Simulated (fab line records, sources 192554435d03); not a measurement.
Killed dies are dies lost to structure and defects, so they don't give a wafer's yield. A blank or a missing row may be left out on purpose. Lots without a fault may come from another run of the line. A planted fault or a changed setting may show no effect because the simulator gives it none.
Chamber matching | flow n5_finfet | N5_BEOL_M10_ETCH_61 on rie_diel-02: 4 sister chambers
The step etches SiARC in CF4, target depth 39 nm, time 65 s. 16 wafers are shown with their chamber, then 8 later ones without.

WAFERS WITH THEIR CHAMBER
wafer  | chamber | drypump_motor_current_A (A) | showerhead_plenum_p_Torr (Torr) | oes_product_au (a.u.)
L077.1 | 0       | 5.4                         | 2.15                            | 0.65
L077.4 | 3       | 5.5                         | 2.10                            | 0.73
L077.6 | 2       | 6.6                         | 2.05                            | 0.63
L075.3 | 3       | 5.4                         | 2.10                            | 0.73
L075.4 | 0       | 5.4                         | 2.15                            | 0.66
L075.5 | 0       | 5.4                         | 2.15                            | 0.66
L080.1 | 2       | 6.6                         | 2.04                            | 0.62
L080.2 | 0       | 5.4                         | 2.15                            | 0.66
L080.4 | 3       | 5.5                         | 2.10                            | 0.71
L086.1 | 3       | 5.5                         | 2.09                            | 0.70
L086.2 | 2       | 6.6                         | 2.04                            | 0.61
L086.3 | 0       | 5.4                         | 2.15                            | 0.64
L087.1 | 3       | 5.5                         | 2.09                            | 0.70
L087.3 | 2       | 6.6                         | 2.04                            | 0.61
L087.4 | 0       | 5.4                         | 2.15                            | 0.64
L092.2 | 1       | 5.4                         | 2.18                            | 0.71

SIGNATURES (means of the wafers above)
reading                  | chamber 0 | chamber 1 | chamber 2 | chamber 3 | scatter within a chamber
drypump_motor_current_A  | 5.400     | 5.400     | 6.600     | 5.480     | 0.0258
showerhead_plenum_p_Torr | 2.1500    | 2.1800    | 2.0425    | 2.0960    | 0.00403
oes_product_au           | 0.6517    | 0.7100    | 0.6175    | 0.7140    | 0.0118
Rule: a wafer's distance from a chamber is the root of the sum, over the readings, of the square of ((its reading less the chamber's mean) divided by the reading's scatter). The wafer belongs to the nearest chamber; if the next one is less than 2 further off, it can't be placed. The scatter: the root of (the sum of the squares of (reading less its chamber's mean) over the shown wafers, divided by (wafers less chambers)).

WAFERS WITHOUT THEIR CHAMBER
wafer  | drypump_motor_current_A (A) | showerhead_plenum_p_Torr (Torr) | oes_product_au (a.u.)
L092.3 | 5.4                         | 2.14                            | 0.63
L092.4 | 6.6                         | 2.04                            | 0.60
L095.2 | 5.4                         | 2.14                            | 0.63
L095.3 | 5.5                         | 2.09                            | 0.69
L095.4 | 5.4                         | 2.18                            | 0.70
L097.1 | 5.4                         | 2.17                            | 0.70
L097.4 | 5.5                         | 2.09                            | 0.69
L097.5 | 5.4                         | 2.17                            | 0.70

WHICH CHAMBER EACH WENT THROUGH
wafer  | from the rows above | in truth
L092.3 | 0                   | 0
L092.4 | 2                   | 2
L095.2 | 0                   | 0
L095.3 | 3                   | 3
L095.4 | 1                   | 1
L097.1 | 1                   | 1
L097.4 | 3                   | 3
L097.5 | 1                   | 1
Placed correctly: 8 of 8. Can't be placed from these rows: 0. Placed wrongly: 0.
